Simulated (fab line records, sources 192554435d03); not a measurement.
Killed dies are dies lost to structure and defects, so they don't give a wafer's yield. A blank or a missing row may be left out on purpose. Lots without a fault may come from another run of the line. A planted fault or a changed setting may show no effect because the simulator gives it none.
Which tool did it? | flow n5_finfet | 24 lots, 72 wafers sampled, at 6 steps of a route of 1938

WHAT THE GAUGES READ, wafer by wafer
N5_BEOL_M3_CD_MEAS_11: target cd 17.05 nm. Usual: cd_nm 17.05 nm, standard deviation 0.24.
lot  | measured     | on        | cd_nm (nm)        | flag
L074 | day 7 01:55  | cd_sem-02 | 16.43 16.91 17.33 |
L075 | day 7 08:47  | cd_sem-01 | 17.04 17.13 17.62 |
L076 | day 7 09:22  | cd_sem-02 | 17.28 17.40 17.00 |
L077 | day 7 12:02  | cd_sem-03 | 16.97 16.94 17.06 |
L078 | day 7 18:24  | cd_sem-01 | 16.69 17.13 17.11 |
L079 | day 8 00:10  | cd_sem-03 | 16.47 16.85 16.82 |
L080 | day 8 01:44  | cd_sem-02 | 16.59 17.33 17.19 |
L081 | day 8 18:42  | cd_sem-02 | 17.28 17.01 17.03 |
L082 | day 9 10:58  | cd_sem-03 | 16.87 16.67 17.06 |
L083 | day 9 14:31  | cd_sem-02 | 17.20 17.31 16.98 |
L084 | day 9 15:16  | cd_sem-03 | 17.27 17.12 17.32 |
L085 | day 9 16:04  | cd_sem-03 | 17.01 17.11 17.51 |
L086 | day 10 02:29 | cd_sem-02 | 16.76 17.18 17.21 |
L088 | day 10 02:40 | cd_sem-01 | 16.89 16.97 16.99 |
L087 | day 10 05:34 | cd_sem-03 | 16.78 16.54 16.96 |
L089 | day 10 21:18 | cd_sem-03 | 17.08 17.28 16.93 |
L090 | day 11 07:01 | cd_sem-01 | 17.15 17.21 17.50 |
L091 | day 11 08:34 | cd_sem-02 | 16.60 17.02 17.37 |
L092 | day 11 12:07 | cd_sem-02 | 16.88 17.02 16.92 |
L093 | day 12 00:04 | cd_sem-02 | 17.08 17.03 16.83 |
L094 | day 12 02:00 | cd_sem-02 | 16.69 17.12 16.70 |
L095 | day 12 06:34 | cd_sem-02 | 17.21 16.55 16.87 |
L096 | day 12 10:52 | cd_sem-02 | 17.25 17.11 17.65 |
L097 | day 12 11:12 | cd_sem-03 | 16.70 17.09 16.87 |

N5_BEOL_M3_CD_MEAS_35: target cd 18 nm, target cd y 21 nm. Usual: cd_nm 18.1 nm, standard deviation 0.41.
lot  | measured     | on        | cd_nm (nm)     | flag
L074 | day 7 05:34  | cd_sem-03 | 18.1 17.4 17.8 |
L075 | day 7 10:52  | cd_sem-03 | 18.0 19.0 18.1 |
L076 | day 7 13:43  | cd_sem-03 | 18.5 17.9 18.6 |
L077 | day 7 14:14  | cd_sem-02 | 17.7 17.9 18.1 |
L078 | day 8 02:33  | cd_sem-02 | 17.9 17.9 18.0 |
L079 | day 8 03:34  | cd_sem-02 | 17.6 18.0 17.8 |
L080 | day 8 08:29  | cd_sem-03 | 18.0 18.2 18.3 |
L081 | day 9 01:14  | cd_sem-02 | 17.8 17.4 18.3 |
L082 | day 9 14:13  | cd_sem-03 | 17.9 18.6 17.7 |
L083 | day 9 18:01  | cd_sem-03 | 18.4 18.3 18.2 |
L084 | day 9 19:01  | cd_sem-03 | 17.7 18.6 18.5 |
L085 | day 9 19:13  | cd_sem-01 | 17.8 18.7 18.3 |
L086 | day 10 05:09 | cd_sem-01 | 18.3 18.0 17.4 |
L088 | day 10 05:31 | cd_sem-02 | 17.4 18.1 17.7 |
L087 | day 10 08:19 | cd_sem-01 | 17.7 17.7 18.2 |
L089 | day 11 01:47 | cd_sem-02 | 18.1 19.0 17.7 |
L090 | day 11 10:15 | cd_sem-01 | 18.0 17.7 18.3 |
L091 | day 11 14:12 | cd_sem-01 | 17.9 18.5 18.0 |
L092 | day 11 18:58 | cd_sem-03 | 18.4 17.6 17.9 |
L093 | day 12 02:10 | cd_sem-01 | 17.7 17.5 18.8 |
L094 | day 12 08:58 | cd_sem-01 | 17.7 17.6 17.7 |
L095 | day 12 12:02 | cd_sem-02 | 18.0 18.3 17.8 |
L096 | day 12 18:55 | cd_sem-02 | 17.4 18.3 17.9 |
L097 | day 12 19:11 | cd_sem-03 | 18.2 17.7 18.4 |

WHICH TOOL RAN EACH LOT (tool, then ch and the chambers of the sampled wafers, then the start)
lot  | N5_BEOL_M2_ANNEAL_87         | N5_BEOL_M3_ETCH_77                 | N5_BEOL_M3_ETCH_69                 | N5_BEOL_M3_ETCHBACK_99
L074 | pvd_sputter-03, day 6 22:30  | rie_diel-04 ch 1,2, day 7 03:13    | rie_diel-04 ch 1,2, day 7 03:14    | rie_diel-05 ch 1,2,3, day 7 05:01
L075 | pvd_sputter-02, day 7 04:16  | rie_diel-04 ch 0,2,3, day 7 10:01  | rie_diel-04 ch 0,2,3, day 7 10:02  | rie_diel-01 ch 0,1,2, day 7 10:19
L076 | pvd_sputter-03, day 7 05:19  | rie_diel-04 ch 0,2, day 7 10:31    | rie_diel-04 ch 0,2, day 7 10:32    | rie_diel-05 ch 0,1,2, day 7 13:10
L077 | pvd_sputter-01, day 7 08:49  | rie_diel-04 ch 0,2,3, day 7 13:27  | rie_diel-04 ch 0,2,3, day 7 13:28  | rie_diel-05 ch 0,2, day 7 13:41
L078 | pvd_sputter-02, day 7 15:43  | rie_diel-01 ch 1,2,3, day 7 19:53  | rie_diel-01 ch 1,2,3, day 7 19:55  | rie_diel-01 ch 1,2, day 8 02:00
L079 | pvd_sputter-02, day 7 18:44  | rie_diel-04 ch 1,3, day 8 01:19    | rie_diel-04 ch 1,3, day 8 01:20    | rie_diel-01 ch 0,2,3, day 8 03:01
L080 | pvd_sputter-03, day 7 22:03  | rie_diel-01 ch 0,2,3, day 8 02:46  | rie_diel-01 ch 0,2,3, day 8 02:47  | rie_diel-04 ch 0,3, day 8 07:46
L081 | pvd_sputter-02, day 8 15:19  | rie_diel-05 ch 0,1,2, day 8 20:02  | rie_diel-05 ch 0,1,2, day 8 20:03  | rie_diel-01 ch 1,2,3, day 9 00:40
L082 | pvd_sputter-01, day 9 07:09  | rie_diel-01 ch 0,2, day 9 12:08    | rie_diel-01 ch 0,2, day 9 12:09    | rie_diel-05 ch 0,2,3, day 9 13:40
L083 | pvd_sputter-03, day 9 10:41  | rie_diel-05 ch 1,2,3, day 9 16:55  | rie_diel-05 ch 1,2,3, day 9 16:56  | rie_diel-04 ch 0,1,2, day 9 17:28
L084 | pvd_sputter-01, day 9 12:01  | rie_diel-04 ch 0,1, day 9 18:11    | rie_diel-04 ch 0,1, day 9 18:12    | rie_diel-04 ch 0,1,2, day 9 18:28
L085 | pvd_sputter-02, day 9 12:54  | rie_diel-05 ch 0,1,3, day 9 18:11  | rie_diel-05 ch 0,1,3, day 9 18:13  | rie_diel-05 ch 0,3, day 9 18:41
L086 | pvd_sputter-02, day 9 22:20  | rie_diel-05 ch 1,2,3, day 10 03:38 | rie_diel-05 ch 1,2,3, day 10 03:39 | rie_diel-01 ch 0,1,2, day 10 04:37
L088 | pvd_sputter-03, day 9 23:02  | rie_diel-05 ch 1,2, day 10 03:44   | rie_diel-05 ch 1,2, day 10 03:46   | rie_diel-01 ch 1,2, day 10 04:58
L087 | pvd_sputter-02, day 10 00:24 | rie_diel-05 ch 1,2,3, day 10 06:42 | rie_diel-05 ch 1,2,3, day 10 06:43 | rie_diel-04 ch 1,2,3, day 10 07:47
L089 | pvd_sputter-01, day 10 15:07 | rie_diel-01 ch 1,2,3, day 10 22:28 | rie_diel-01 ch 1,2,3, day 10 22:29 | rie_diel-05 ch 1,2,3, day 11 01:14
L090 | pvd_sputter-01, day 11 03:20 | rie_diel-04 ch 0,1,2, day 11 08:04 | rie_diel-04 ch 0,1,2, day 11 08:04 | rie_diel-04 ch 0,2,3, day 11 09:42
L091 | pvd_sputter-01, day 11 05:15 | rie_diel-05 ch 0,2,3, day 11 09:56 | rie_diel-05 ch 0,2,3, day 11 09:57 | rie_diel-04 ch 1,2,3, day 11 13:38
L092 | pvd_sputter-03, day 11 08:51 | rie_diel-05 ch 0,1,3, day 11 13:09 | rie_diel-05 ch 0,1,3, day 11 13:10 | rie_diel-04 ch 1,2,3, day 11 18:25
L093 | pvd_sputter-01, day 11 20:39 | rie_diel-04 ch 2,3, day 12 01:22   | rie_diel-04 ch 2,3, day 12 01:23   | rie_diel-01 ch 0,1,2, day 12 01:38
L094 | pvd_sputter-01, day 11 22:29 | rie_diel-04 ch 0,1,3, day 12 03:10 | rie_diel-04 ch 0,1,3, day 12 03:11 | rie_diel-04 ch 1,2,3, day 12 08:26
L095 | pvd_sputter-03, day 12 03:08 | rie_diel-01 ch 0,2,3, day 12 10:53 | rie_diel-01 ch 0,2,3, day 12 10:54 | rie_diel-04 ch 0,2,3, day 12 11:30
L096 | pvd_sputter-03, day 12 07:38 | rie_diel-01 ch 0,2,3, day 12 13:28 | rie_diel-01 ch 0,2,3, day 12 13:29 | rie_diel-04 ch 0,2,3, day 12 18:22
L097 | pvd_sputter-02, day 12 07:55 | rie_diel-01 ch 0,1,3, day 12 13:34 | rie_diel-01 ch 0,1,3, day 12 13:35 | rie_diel-05 ch 0,1,3, day 12 18:38
- N5_BEOL_M2_ANNEAL_87: time 240 s.
- N5_BEOL_M3_ETCH_77: etches underlayer in N2/H2, target depth 6.5 nm, time 5.2 s.
- N5_BEOL_M3_ETCH_69: etches SiARC in CF4, target depth 15.6 nm, time 26 s.
- N5_BEOL_M3_ETCHBACK_99: etches SiO2 in CHF3, target depth 5 nm, time 10.4 s.

WHAT THE TOOLS THEMSELVES READ (means of the sampled wafers that have a number; where no wafer has one, the mark that the record gives instead)
N5_BEOL_M2_ANNEAL_87. Usual: heater_power_w 829 W, standard deviation 39.
lot  | tool           | heater_power_w (W) | flag
L074 | pvd_sputter-03 | 862                |
L075 | pvd_sputter-02 | 812                |
L076 | pvd_sputter-03 | 874                |
L077 | pvd_sputter-01 | 825                |
L078 | pvd_sputter-02 | 808                |
L079 | pvd_sputter-02 | 804                |
L080 | pvd_sputter-03 | 858                |
L081 | pvd_sputter-02 | 846                |
L082 | pvd_sputter-01 | 820                |
L083 | pvd_sputter-03 | 817                |
L084 | pvd_sputter-01 | 821                |
L085 | pvd_sputter-02 | 868                |
L086 | pvd_sputter-02 | 795                |
L088 | pvd_sputter-03 | 843                |
L087 | pvd_sputter-02 | 822                |
L089 | pvd_sputter-01 | 810                |
L090 | pvd_sputter-01 | 845                |
L091 | pvd_sputter-01 | 815                |
L092 | pvd_sputter-03 | 829                |
L093 | pvd_sputter-01 | 814                |
L094 | pvd_sputter-01 | 812                |
L095 | pvd_sputter-03 | 863                |
L096 | pvd_sputter-03 | 854                |
L097 | pvd_sputter-02 | 855                |

N5_BEOL_M3_ETCH_77. Usual: drypump_motor_current_A 5.7 A, standard deviation 0.38; etch_rf_on_time_s 5.23 s, standard deviation 0.19; oes_product_au 0.70 a.u., standard deviation 0.066; rf_vpp_V 525.1 V, standard deviation 2; showerhead_plenum_p_Torr 2.58 Torr, standard deviation 0.062; throttle_valve_pct 17.63 %, standard deviation 0.28.
lot  | tool        | drypump_motor_current_A (A) | etch_rf_on_time_s (s) | oes_product_au (a.u.) | rf_vpp_V (V) | showerhead_plenum_p_Torr (Torr) | throttle_valve_pct (%) | flag
L074 | rie_diel-04 | 5.3                         | 5.07                  | 0.62                  | 526.1        | 2.64                            | 17.84                  |
L075 | rie_diel-04 | 5.8                         | 5.14                  | 0.65                  | 525.9        | 2.59                            | 17.68                  |
L076 | rie_diel-04 | 5.8                         | 5.15                  | 0.60                  | 525.4        | 2.60                            | 17.96                  |
L077 | rie_diel-04 | 5.8                         | 5.13                  | 0.64                  | 526.4        | 2.59                            | 17.66                  |
L078 | rie_diel-01 | 5.9                         | 5.28                  | 0.76                  | 524.4        | 2.56                            | 17.77                  |
L079 | rie_diel-04 | 5.7                         | 5.02                  | 0.68                  | 525.5        | 2.58                            | 17.39                  |
L080 | rie_diel-01 | 5.9                         | 5.13                  | 0.72                  | 522.3        | 2.49                            | 17.75                  |
L081 | rie_diel-05 | 5.4                         | 5.28                  | 0.70                  | 525.7        | 2.60                            | 17.65                  |
L082 | rie_diel-01 | 5.7                         | 5.13                  | 0.69                  | 521.5        | 2.48                            | 17.86                  |
L083 | rie_diel-05 | 5.7                         | 5.42                  | 0.74                  | 523.9        | 2.58                            | 17.41                  |
L084 | rie_diel-04 | 5.2                         | 5.08                  | 0.64                  | 527.0        | 2.65                            | 17.76                  |
L085 | rie_diel-05 | 5.5                         | 5.39                  | 0.69                  | 524.1        | 2.59                            | 17.52                  |
L086 | rie_diel-05 | 5.7                         | 5.46                  | 0.73                  | 526.9        | 2.58                            | 17.43                  |
L088 | rie_diel-05 | 5.6                         | 5.33                  | 0.74                  | 524.2        | 2.58                            | 17.57                  |
L087 | rie_diel-05 | 5.7                         | 5.41                  | 0.73                  | 526.2        | 2.58                            | 17.43                  |
L089 | rie_diel-01 | 5.9                         | 5.26                  | 0.74                  | 524.2        | 2.56                            | 17.81                  |
L090 | rie_diel-04 | 5.4                         | 5.13                  | 0.67                  | 526.0        | 2.62                            | 17.76                  |
L091 | rie_diel-05 | 5.5                         | 5.35                  | 0.68                  | 525.1        | 2.58                            | 17.47                  |
L092 | rie_diel-05 | 5.5                         | 5.28                  | 0.68                  | 526.1        | 2.59                            | 17.55                  |
L093 | rie_diel-04 | 6.0                         | 5.09                  | 0.74                  | 525.3        | 2.56                            | 17.59                  |
L094 | rie_diel-04 | 5.5                         | 5.22                  | 0.62                  | 525.9        | 2.60                            | 17.60                  |
L095 | rie_diel-01 | 5.9                         | 5.11                  | 0.76                  | 523.0        | 2.48                            | 17.62                  |
L096 | rie_diel-01 | 5.9                         | 5.19                  | 0.76                  | 522.2        | 2.48                            | 17.62                  |
L097 | rie_diel-01 | 5.8                         | 5.26                  | 0.74                  | 523.9        | 2.55                            | 17.64                  |

N5_BEOL_M3_ETCH_69. Usual: drypump_motor_current_A 5.7 A, standard deviation 0.37; etch_rf_on_time_s 26.1 s, standard deviation 0.91; mfc_ar_sccm 99.98 sccm, standard deviation 0.28; oes_product_au 0.70 a.u., standard deviation 0.067; rf_vpp_V 184.3 V, standard deviation 0.99; showerhead_plenum_p_Torr 2.18 Torr, standard deviation 0.045; throttle_valve_pct 15.47 %, standard deviation 0.23.
lot  | tool        | drypump_motor_current_A (A) | etch_rf_on_time_s (s) | mfc_ar_sccm (sccm) | oes_product_au (a.u.) | rf_vpp_V (V) | showerhead_plenum_p_Torr (Torr) | throttle_valve_pct (%) | flag
L074 | rie_diel-04 | 5.3                         | 25.5                  | 100.15             | 0.63                  | 185.1        | 2.19                            | 15.50                  |
L075 | rie_diel-04 | 5.9                         | 25.7                  | 99.79              | 0.64                  | 184.3        | 2.20                            | 15.66                  |
L076 | rie_diel-04 | 5.8                         | 25.6                  | 100.30             | 0.60                  | 185.5        | 2.19                            | 15.86                  |
L077 | rie_diel-04 | 5.8                         | 25.6                  | 100.11             | 0.64                  | 184.0        | 2.20                            | 15.65                  |
L078 | rie_diel-01 | 5.9                         | 26.2                  | 99.98              | 0.77                  | 184.2        | 2.16                            | 15.49                  |
L079 | rie_diel-04 | 5.7                         | 25.4                  | 100.01             | 0.68                  | 184.7        | 2.18                            | 15.32                  |
L080 | rie_diel-01 | 5.9                         | 25.7                  | 99.99              | 0.72                  | 183.3        | 2.11                            | 15.58                  |
L081 | rie_diel-05 | 5.4                         | 26.1                  | 99.78              | 0.70                  | 184.1        | 2.19                            | 15.43                  |
L082 | rie_diel-01 | 5.8                         | 25.7                  | 100.14             | 0.70                  | 183.2        | 2.11                            | 15.80                  |
L083 | rie_diel-05 | 5.7                         | 27.5                  | 99.98              | 0.73                  | 183.8        | 2.19                            | 15.30                  |
L084 | rie_diel-04 | 5.1                         | 25.5                  | 99.73              | 0.63                  | 185.7        | 2.20                            | 15.45                  |
L085 | rie_diel-05 | 5.5                         | 26.5                  | 100.20             | 0.69                  | 184.0        | 2.20                            | 15.40                  |
L086 | rie_diel-05 | 5.7                         | 27.4                  | 99.92              | 0.73                  | 184.1        | 2.19                            | 15.32                  |
L088 | rie_diel-05 | 5.6                         | 26.9                  | 99.77              | 0.74                  | 184.2        | 2.18                            | 15.37                  |
L087 | rie_diel-05 | 5.7                         | 26.9                  | 99.73              | 0.74                  | 184.3        | 2.19                            | 15.32                  |
L089 | rie_diel-01 | 5.9                         | 26.4                  | 99.91              | 0.73                  | 184.4        | 2.16                            | 15.52                  |
L090 | rie_diel-04 | 5.4                         | 25.7                  | 99.74              | 0.68                  | 185.3        | 2.19                            | 15.55                  |
L091 | rie_diel-05 | 5.5                         | 26.4                  | 100.05             | 0.69                  | 185.2        | 2.19                            | 15.35                  |
L092 | rie_diel-05 | 5.5                         | 26.2                  | 99.91              | 0.68                  | 185.3        | 2.20                            | 15.42                  |
L093 | rie_diel-04 | 6.0                         | 25.2                  | 99.82              | 0.75                  | 184.6        | 2.16                            | 15.49                  |
L094 | rie_diel-04 | 5.5                         | 26.0                  | 100.17             | 0.63                  | 183.6        | 2.19                            | 15.50                  |
L095 | rie_diel-01 | 5.9                         | 25.5                  | 100.28             | 0.77                  | 183.4        | 2.10                            | 15.46                  |
L096 | rie_diel-01 | 5.9                         | 25.3                  | 99.84              | 0.76                  | 183.0        | 2.10                            | 15.46                  |
L097 | rie_diel-01 | 5.8                         | 26.2                  | 99.98              | 0.75                  | 183.5        | 2.16                            | 15.43                  |

N5_BEOL_M3_ETCHBACK_99. Usual: drypump_motor_current_A 5.6 A, standard deviation 0.37; mfc_ar_sccm 200.0 sccm, standard deviation 0.62; oes_product_au 0.82 a.u., standard deviation 0.088; rf_vpp_V 241 V, standard deviation 5.3; showerhead_plenum_p_Torr 2.19 Torr, standard deviation 0.043; throttle_valve_pct 16.96 %, standard deviation 0.18.
lot  | tool        | drypump_motor_current_A (A) | mfc_ar_sccm (sccm) | oes_product_au (a.u.) | rf_vpp_V (V) | showerhead_plenum_p_Torr (Torr) | throttle_valve_pct (%) | flag
L074 | rie_diel-05 | 5.7                         | 200.2              | 0.85                  | 242          | 2.21                            | 16.90                  |
L075 | rie_diel-01 | 5.7                         | 199.8              | 0.82                  | 241          | 2.17                            | 17.11                  |
L076 | rie_diel-05 | 5.4                         | 200.0              | 0.85                  | 240          | 2.21                            | 16.89                  |
L077 | rie_diel-05 | 5.4                         | 199.8              | 0.87                  | 246          | 2.20                            | 16.78                  |
L078 | rie_diel-01 | 5.7                         | 200.0              | 0.86                  | 243          | 2.21                            | 17.03                  |
L079 | rie_diel-01 | 5.8                         | 200.5              | 0.85                  | 238          | 2.13                            | 17.07                  |
L080 | rie_diel-04 | 5.9                         | 200.0              | 0.79                  | 247          | 2.20                            | 16.90                  |
L081 | rie_diel-01 | 5.9                         | 200.1              | 0.88                  | 239          | 2.17                            | 16.97                  |
L082 | rie_diel-05 | 5.5                         | 199.7              | 0.83                  | 242          | 2.22                            | 16.79                  |
L083 | rie_diel-04 | 5.5                         | 200.3              | 0.82                  | 240          | 2.21                            | 16.95                  |
L084 | rie_diel-04 | 5.4                         | 200.8              | 0.82                  | 241          | 2.21                            | 16.96                  |
L085 | rie_diel-05 | 5.5                         | 200.5              | 0.82                  | 238          | 2.24                            | 16.78                  |
L086 | rie_diel-01 | 5.7                         | 200.3              | 0.80                  | 240          | 2.16                            | 17.14                  |
L088 | rie_diel-01 | 5.7                         | 200.0              | 0.84                  | 244          | 2.21                            | 17.05                  |
L087 | rie_diel-04 | 5.7                         | 200.4              | 0.83                  | 245          | 2.19                            | 16.87                  |
L089 | rie_diel-05 | 5.7                         | 200.1              | 0.86                  | 242          | 2.20                            | 16.79                  |
L090 | rie_diel-04 | 5.8                         | 200.4              | 0.81                  | 243          | 2.20                            | 17.01                  |
L091 | rie_diel-04 | 5.7                         | 200.0              | 0.82                  | 244          | 2.19                            | 16.88                  |
L092 | rie_diel-04 | 5.7                         | 199.3              | 0.81                  | 244          | 2.19                            | 16.89                  |
L093 | rie_diel-01 | 5.7                         | 199.6              | 0.86                  | 241          | 2.16                            | 17.02                  |
L094 | rie_diel-04 | 5.7                         | 200.3              | 0.80                  | 242          | 2.19                            | 16.89                  |
L095 | rie_diel-04 | 5.8                         | 199.8              | 0.81                  | 241          | 2.19                            | 17.02                  |
L096 | rie_diel-04 | 5.8                         | 200.5              | 0.80                  | 242          | 2.19                            | 17.03                  |
L097 | rie_diel-05 | 5.5                         | 199.5              | 0.79                  | 237          | 2.22                            | 16.92                  |

THE ANSWER, worked out from the rows above alone
Rule: a lot is off if the mean of its wafers that have a number lies more than 3 standard deviations from the usual mean. A lot without any number at a reading at which 4 lots or more have one is off too. The other lots that the step has rows for count as sound. The gauges are gone through in route order, then the tools' own readings, and for those a lot's mean is taken as printed above. The first step at which some lot is off is used, and at that step the reading that is off furthest; a lot without a number counts as furthest.
No lot is off at any reading shown: from this, nothing can be told.

WHAT THE SIMULATOR HAD PUT IN
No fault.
